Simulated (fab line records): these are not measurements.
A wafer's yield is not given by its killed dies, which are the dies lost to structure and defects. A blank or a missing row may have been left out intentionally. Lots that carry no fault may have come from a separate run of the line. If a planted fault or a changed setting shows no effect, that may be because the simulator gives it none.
The tool behind it: which one? ; flow n5 finfet ; 14 lots, 39 wafers sampled, at 7 steps of a route of 1938

## WHAT THE GAUGES SHOWED, per wafer
N5_BEOL_M2_THK_MEAS_53: measures by xrf. Usual: M2_THK gives 39.7 nm (standard deviation 1.6).
lot;measured;on;M2_THK (nm);flag
L617;day 6 21:22;film metro-01;40.6 39.6;
L619;day 7 01:41;film metro-02;40.4 38.3;
L620;day 7 12:47;film metro-01;37.6 40.8 39.5;
L621;day 7 19:04;film metro-02;39.7 41.2 40.1;
L622;day 8 04:19;film metro-01;37.9 39.7 38.6;
L623;day 8 04:36;film metro-02;39.1 37.6 36.2;
L626;day 8 18:56;film metro-02;39.1 40.6 40.1;
L627;day 8 23:07;film metro-01;41.6 42.2 42.0;
L628;day 9 10:26;film metro-01;41.0 43.2 39.2;
L634;day 10 18:34;film metro-02;41.7 41.6 40.8;
L632;day 10 22:55;film metro-02;38.6 38.1 36.9;
L638;day 11 23:12;film metro-02;39.0 41.1;
L639;day 12 11:38;film metro-01;41.0 40.2 40.1;
L640;day 12 14:50;film metro-01;41.9 38.4 37.4;

N5_BEOL_M3_CD_MEAS_18: pitch 36 nm, target cd 18 nm. Usual: cd nm reads 17.9 nm (standard deviation 0.32).
lot;measured;on;cd nm (nm);flag
L617;day 6 23:23;cd sem-03;18.2 18.0;
L619;day 7 05:43;cd sem-01;17.6 18.1;
L620;day 7 15:46;cd sem-03;18.0 18.2 18.0;
L621;day 7 21:07;cd sem-03;18.4 18.2 17.9;
L622;day 8 05:52;cd sem-01;17.8 18.3 17.6;
L623;day 8 06:47;cd sem-02;17.4 17.9 18.1;
L626;day 8 21:27;cd sem-02;18.0 17.8 18.3;
L627;day 9 01:43;cd sem-01;17.9 17.8 18.1;
L628;day 9 13:35;cd sem-02;18.1 18.0 18.6;
L634;day 10 20:50;cd sem-01;- - -;OFF
L632;day 11 02:18;cd sem-03;- - -;OFF
L638;day 12 01:47;cd sem-02;18.1 17.5;
L639;day 12 13:38;cd sem-03;17.8 17.3 17.1;
L640;day 12 17:06;cd sem-01;17.5 18.2 17.8;

N5_BEOL_M4_RC_MEAS_101. Usual: DIBL_N 36.3 mV/V, standard deviation 1.6; DIBL_P 36.2 mV/V, standard deviation 2.1; IOFF_N 0.16 nA/um, standard deviation 0.031; IOFF_P 0.21 nA/um, standard deviation 0.034; ION_N 673 uA/um, standard deviation 11; ION_P 461 uA/um, standard deviation 7.4; SS_N 71.6 mV/dec, standard deviation 0.55; SS_P 73.3 mV/dec, standard deviation 0.66; VT_N 251 mV, standard deviation 3.2; VT_P -251 mV, standard deviation 3.5.
lot;measured;on;DIBL_N (mV/V);DIBL_P (mV/V);IOFF_N (nA/um);IOFF_P (nA/um);ION_N (uA/um);ION_P (uA/um);SS_N (mV/dec);SS_P (mV/dec);VT_N (mV);VT_P (mV);flag
L617;day 7 13:00;prober-02;36.6 34.4;35.7 33.3;0.16 0.13;0.23 0.19;678 683;469 473;72.4 71.6;73.7 73.3;250 252;-252 -250;
L619;day 7 19:15;prober-02;33.4 35.0;33.4 36.1;0.12 0.15;0.15 0.20;664 661;452 453;70.8 71.6;72.9 73.3;258 249;-254 -251;
L620;day 8 12:02;prober-01;37.1 34.0 35.2;37.1 33.1 35.2;0.18 0.12 0.15;0.21 0.16 0.18;673 648 679;458 447 456;72.1 71.8 72.0;74.2 72.7 73.1;248 254 250;-250 -255 -254;
L621;day 8 17:03;prober-02;36.0 38.8 38.9;35.8 39.2 39.4;0.14 0.20 0.19;0.22 0.28 0.28;661 679 675;460 467 473;72.0 71.9 72.2;73.4 74.3 74.7;255 249 248;-250 -244 -244;
L622;day 8 20:27;prober-01;34.0 35.5 32.7;34.1 35.7 32.4;0.12 0.15 0.11;0.20 0.21 0.18;665 666 669;465 461 468;70.5 70.8 70.6;73.1 73.2 72.9;253 251 256;-249 -247 -252;
L623;day 9 00:52;prober-01;39.4 39.9 40.0;39.1 40.1 39.6;0.25 0.24 0.26;0.27 0.28 0.28;681 683 683;460 461 464;72.0 72.9 72.5;74.2 74.2 73.5;244 245 246;-247 -247 -248;
L626;day 9 14:40;prober-02;34.8 36.3 37.1;35.7 37.0 38.3;0.14 0.16 0.18;0.18 0.19 0.22;652 679 665;452 461 455;70.9 71.2 71.7;72.8 73.4 74.2;247 250 246;-252 -254 -250;
L627;day 9 19:12;prober-01;34.6 36.0 35.9;34.2 36.7 36.5;0.14 0.18 0.17;0.17 0.20 0.20;675 683 694;458 469 469;71.9 71.6 72.3;73.1 73.8 74.3;252 249 249;-255 -251 -252;
L628;day 10 06:25;prober-01;35.0 37.7 36.8;33.8 36.7 34.5;0.13 0.19 0.15;0.17 0.21 0.18;672 676 661;456 456 453;70.8 72.4 71.7;72.5 73.1 72.5;256 249 253;-254 -251 -254;
L638;day 12 17:08;prober-01;36.8 38.1;35.2 37.4;0.15 0.17;0.19 0.21;667 689;454 464;71.3 71.6;73.0 74.0;253 246;-254 -253;
L639;day 13 07:39;prober-01;34.2 37.2 36.9;32.7 37.0 36.4;0.10 0.15 0.14;0.14 0.19 0.19;656 667 666;455 456 463;70.4 71.2 71.6;71.8 72.6 72.9;257 251 252;-254 -253 -255;
L640;day 13 10:01;prober-01;37.9 39.1 39.1;38.5 41.1 41.7;0.19 0.23 0.25;0.23 0.28 0.29;687 697 708;466 472 478;71.7 73.3 72.5;74.6 74.0 74.3;248 245 243;-249 -248 -248;

## TOOL THAT RAN EACH LOT (tool first, then ch and the chambers of the sampled wafers, then the start)
lot;N5_BEOL_M3_ILD_DEP_00;N5_BEOL_M3_DESCUM_16;N5_BEOL_M3_ETCH_63;N5_BEOL_M3_ETCH_64
L617;pecvd-04 ch 0,2, day 6 21:42;rie diel-05 ch 0,2, day 6 22:58;rie diel-05 ch 0,2, day 6 23:01;rie diel-05 ch 0,2, day 6 23:02
L619;pecvd-04 ch 0,1, day 7 02:00;rie diel-01 ch 0,3, day 7 05:17;rie diel-01 ch 0,3, day 7 05:20;rie diel-01 ch 0,3, day 7 05:22
L620;pecvd-03 ch 1,2, day 7 13:07;rie diel-01 ch 1,2, day 7 15:20;rie diel-01 ch 1,2, day 7 15:23;rie diel-01 ch 1,2, day 7 15:25
L621;pecvd-02 ch 0,1,2, day 7 19:23;rie diel-05 ch 0,2,3, day 7 20:37;rie diel-05 ch 0,2,3, day 7 20:41;rie diel-05 ch 0,2,3, day 7 20:42
L622;pecvd-02 ch 0,1, day 8 04:38;rie diel-05 ch 0,1,2, day 8 05:26;rie diel-05 ch 0,1,2, day 8 05:29;rie diel-05 ch 0,1,2, day 8 05:31
L623;pecvd-02 ch 0,2, day 8 04:56;rie diel-05 ch 0,2,3, day 8 06:21;rie diel-05 ch 0,2,3, day 8 06:24;rie diel-05 ch 0,2,3, day 8 06:26
L626;pecvd-03 ch 0,1, day 8 19:19;rie diel-03 ch 1,2,3, day 8 21:02;rie diel-03 ch 1,2,3, day 8 21:05;rie diel-03 ch 1,2,3, day 8 21:09
L627;pecvd-04 ch 1,2, day 8 23:26;rie diel-05 ch 2,3, day 9 01:13;rie diel-05 ch 2,3, day 9 01:16;rie diel-05 ch 2,3, day 9 01:18
L628;pecvd-04 ch 0,1,2, day 9 10:46;rie diel-05 ch 1,2,3, day 9 13:07;rie diel-05 ch 1,2,3, day 9 13:10;rie diel-05 ch 1,2,3, day 9 13:11
L634;pecvd-02 ch 0,1,2, day 10 18:53;rie diel-05 ch 1,2,3, day 10 20:25;rie diel-05 ch 1,2,3, day 10 20:28;rie diel-05 ch 1,2,3, day 10 20:29
L632;pecvd-04 ch 0,1, day 10 23:14;rie diel-05 ch 2,3, day 11 01:53;rie diel-05 ch 2,3, day 11 01:56;rie diel-05 ch 2,3, day 11 01:58
L638;pecvd-04 ch 1,2, day 11 23:31;rie diel-01 ch 2,3, day 12 01:19;rie diel-01 ch 2,3, day 12 01:22;rie diel-01 ch 2,3, day 12 01:24
L639;pecvd-04 ch 1,2, day 12 11:58;rie diel-03 ch 0,1,2, day 12 13:09;rie diel-03 ch 0,1,2, day 12 13:12;rie diel-03 ch 0,1,2, day 12 13:14
L640;pecvd-02 ch 0,1,2, day 12 15:09;rie diel-03 ch 0,2,3, day 12 16:31;rie diel-03 ch 0,2,3, day 12 16:34;rie diel-03 ch 0,2,3, day 12 16:36
- N5_BEOL_M3_ILD_DEP_00: deposits SiOC from DEMS/O2, target thk 79 nm, time 15.3 s.
- N5_BEOL_M3_DESCUM_16: chemistry O2, time 7 s.
- N5_BEOL_M3_ETCH_63: etches SiARC in CF4, target depth 15.6 nm, time 26 s.
- N5_BEOL_M3_ETCH_64: etches SOC in N2/H2, target depth 75 nm, overetch 15 nm, time 112.5 s.

## WHAT THE TOOLS THEMSELVES READ (means of the sampled wafers that have a number; where no wafer has one, the mark that the record gives instead)
N5_BEOL_M3_ILD_DEP_00. Usual: heater power outer w 281 W, standard deviation 41; heater power w 515 W, standard deviation 65; showerhead plenum p Torr 5.688 Torr, standard deviation 0.016; throttle valve pct 12.2 %, standard deviation 0.89.
lot;tool;heater power outer w (W);heater power w (W);showerhead plenum p Torr (Torr);throttle valve pct (%);flag
L617;pecvd-04;244;458;5.684;11.4;
L619;pecvd-04;280;480;5.684;12.9;
L620;pecvd-03;278;523;5.679;11.8;
L621;pecvd-02;271;509;5.695;12.1;
L622;pecvd-02;310;581;5.682;11.9;
L623;pecvd-02;259;462;5.689;12.1;
L626;pecvd-03;289;551;5.685;12.4;
L627;pecvd-04;326;567;5.695;12.8;
L628;pecvd-04;286;504;5.685;12.2;
L634;pecvd-02;270;504;5.693;11.6;
L632;pecvd-04;254;460;5.676;12.7;
L638;pecvd-04;269;494;5.697;12.2;
L639;pecvd-04;298;540;5.693;12.0;
L640;pecvd-02;262;495;5.687;11.8;

N5_BEOL_M3_DESCUM_16. Usual: drypump motor current A 5.6 A, standard deviation 0.54; oes product au 0.78 a.u., standard deviation 0.076; rf vpp V 243.2 V, standard deviation 1.7; showerhead plenum p Torr 2.10 Torr, standard deviation 0.087; temp c 40.01 C, standard deviation 0.11; throttle valve pct 20.41 %, standard deviation 0.22.
lot;tool;drypump motor current A (A);oes product au (a.u.);rf vpp V (V);showerhead plenum p Torr (Torr);temp c (C);throttle valve pct (%);flag
L617;rie diel-05;6.2;0.79;243.4;2.08;40.06;20.24;
L619;rie diel-01;5.2;0.78;242.4;2.06;39.92;20.43;
L620;rie diel-01;5.3;0.75;242.9;2.08;39.92;20.72;
L621;rie diel-05;6.0;0.76;243.0;2.11;39.96;20.26;
L622;rie diel-05;6.1;0.81;243.9;2.12;40.00;20.21;
L623;rie diel-05;6.0;0.76;242.8;2.11;39.88;20.27;
L626;rie diel-03;5.5;0.79;242.9;2.07;40.11;20.42;
L627;rie diel-05;6.5;0.77;243.9;2.19;40.09;20.08;
L628;rie diel-05;6.2;0.77;245.1;2.19;40.03;20.15;
L634;rie diel-05;6.2;0.76;244.0;2.19;40.03;20.16;
L632;rie diel-05;6.1;0.72;244.8;2.18;39.95;20.22;
L638;rie diel-01;5.2;0.82;241.8;2.01;39.97;20.45;
L639;rie diel-03;5.7;0.76;242.2;2.04;39.95;20.49;
L640;rie diel-03;5.5;0.80;242.9;2.08;40.09;20.44;

N5_BEOL_M3_ETCH_63. Usual: bias w 36.00 W, standard deviation 0.1; cf4 flow sccm 100.03 sccm, standard deviation 0.3; drypump motor current A 5.6 A, standard deviation 0.54; etch rf on time s 25.7 s, standard deviation 0.56; oes product au 0.67 a.u., standard deviation 0.065; rf vpp V 184.2 V, standard deviation 1.4; showerhead plenum p Torr 2.14 Torr, standard deviation 0.08; throttle valve pct 15.54 %, standard deviation 0.22.
lot;tool;bias w (W);cf4 flow sccm (sccm);drypump motor current A (A);etch rf on time s (s);oes product au (a.u.);rf vpp V (V);showerhead plenum p Torr (Torr);throttle valve pct (%);flag
L617;rie diel-05;35.95;100.32;6.2;25.2;0.69;183.3;2.12;15.32;
L619;rie diel-01;36.12;99.84;5.1;25.7;0.68;183.6;2.10;15.56;
L620;rie diel-01;35.97;100.10;5.3;26.0;0.65;183.7;2.14;15.93;
L621;rie diel-05;36.00;100.06;6.0;25.5;0.66;183.9;2.14;15.36;
L622;rie diel-05;36.09;99.83;6.1;25.3;0.70;183.7;2.16;15.36;
L623;rie diel-05;35.99;99.71;6.0;25.5;0.66;184.0;2.14;15.37;
L626;rie diel-03;36.02;99.94;5.5;25.9;0.67;185.1;2.12;15.58;
L627;rie diel-05;36.04;99.89;6.4;25.3;0.67;185.2;2.22;15.24;
L628;rie diel-05;35.95;99.91;6.2;25.8;0.67;185.9;2.23;15.32;
L634;rie diel-05;-;-;-;-;-;-;-;-;OFF
L632;rie diel-05;-;-;-;-;-;-;-;-;OFF
L638;rie diel-01;36.08;100.02;5.2;25.8;0.71;184.1;2.08;15.68;
L639;rie diel-03;35.88;100.15;5.7;26.5;0.64;183.2;2.09;15.66;
L640;rie diel-03;36.06;100.14;5.4;26.1;0.68;184.6;2.13;15.57;

N5_BEOL_M3_ETCH_64. Usual: bias w 150.0 W, standard deviation 0.46; chamber pressure mTorr 30.001 mTorr, standard deviation 0.028; drypump motor current A 5.6 A, standard deviation 0.54; oes product au 0.62 a.u., standard deviation 0.056; rf vpp V 524 V, standard deviation 3.1; showerhead plenum p Torr 2.54 Torr, standard deviation 0.11; temp c 39.99 C, standard deviation 0.11; throttle valve pct 17.78 %, standard deviation 0.27.
lot;tool;bias w (W);chamber pressure mTorr (mTorr);drypump motor current A (A);oes product au (a.u.);rf vpp V (V);showerhead plenum p Torr (Torr);temp c (C);throttle valve pct (%);flag
L617;rie diel-05;150.1;29.962;6.2;0.64;524;2.52;39.96;17.58;
L619;rie diel-01;149.9;30.011;5.2;0.63;522;2.52;39.95;17.94;
L620;rie diel-01;150.1;29.990;5.3;0.60;523;2.54;40.03;18.15;
L621;rie diel-05;150.2;30.010;6.1;0.61;524;2.54;40.01;17.53;
L622;rie diel-05;149.9;30.003;6.2;0.63;525;2.57;40.19;17.60;
L623;rie diel-05;150.2;29.973;6.1;0.60;524;2.54;40.04;17.54;
L626;rie diel-03;149.5;30.003;5.5;0.62;523;2.51;40.01;17.75;
L627;rie diel-05;149.8;30.016;6.5;0.61;527;2.65;39.99;17.44;
L628;rie diel-05;149.6;30.010;6.2;0.62;526;2.66;40.03;17.49;
L634;rie diel-05;149.8;30.011;6.2;0.29;527;2.65;40.03;17.47;OFF
L632;rie diel-05;149.5;30.008;6.1;0.27;527;2.62;39.97;17.40;OFF
L638;rie diel-01;149.9;30.023;5.2;0.66;520;2.46;40.02;17.95;
L639;rie diel-03;149.4;30.023;5.7;0.61;522;2.48;39.86;17.86;
L640;rie diel-03;149.9;29.996;5.5;0.63;523;2.51;40.12;17.73;

## THE ANSWER, worked out from the rows above alone
Rule: lot off if the mean of its wafers having a number is beyond 3 standard deviations from the usual mean. Also off: a lot with no number at a reading for which 4 or more lots have one. Any other lot the step has rows for is counted as sound. First the gauges in route order, then the tools' own readings, where a lot's mean is used as printed above. The first step at which some lot is off is used, and at that step the reading that is off furthest; a lot without a number counts as furthest.
Off at N5_BEOL_M3_CD_MEAS_18 (cd nm): L634, L632. Without a number there: L634, L632.
If a tool, at a process step before that reading, ran all the lots that are off and no sound lot after the first of them, it fits. The gauges at N5_BEOL_M3_CD_MEAS_18 aren't tried: what is off there is off at N5_BEOL_M3_ETCH_63 too, on other tools, and a gauge's error can't cause that. One fits: rie diel-05 at N5_BEOL_M3_DESCUM_16 and N5_BEOL_M3_ETCH_63 and N5_BEOL_M3_ETCH_64. At N5_BEOL_M3_DESCUM_16 its last sound lot is L628 (day 9 13:07), its first lot that is off L634 (day 10 20:25): a fault that began between those two fits.

## WHAT HAD BEEN PUT IN BY THE SIMULATOR
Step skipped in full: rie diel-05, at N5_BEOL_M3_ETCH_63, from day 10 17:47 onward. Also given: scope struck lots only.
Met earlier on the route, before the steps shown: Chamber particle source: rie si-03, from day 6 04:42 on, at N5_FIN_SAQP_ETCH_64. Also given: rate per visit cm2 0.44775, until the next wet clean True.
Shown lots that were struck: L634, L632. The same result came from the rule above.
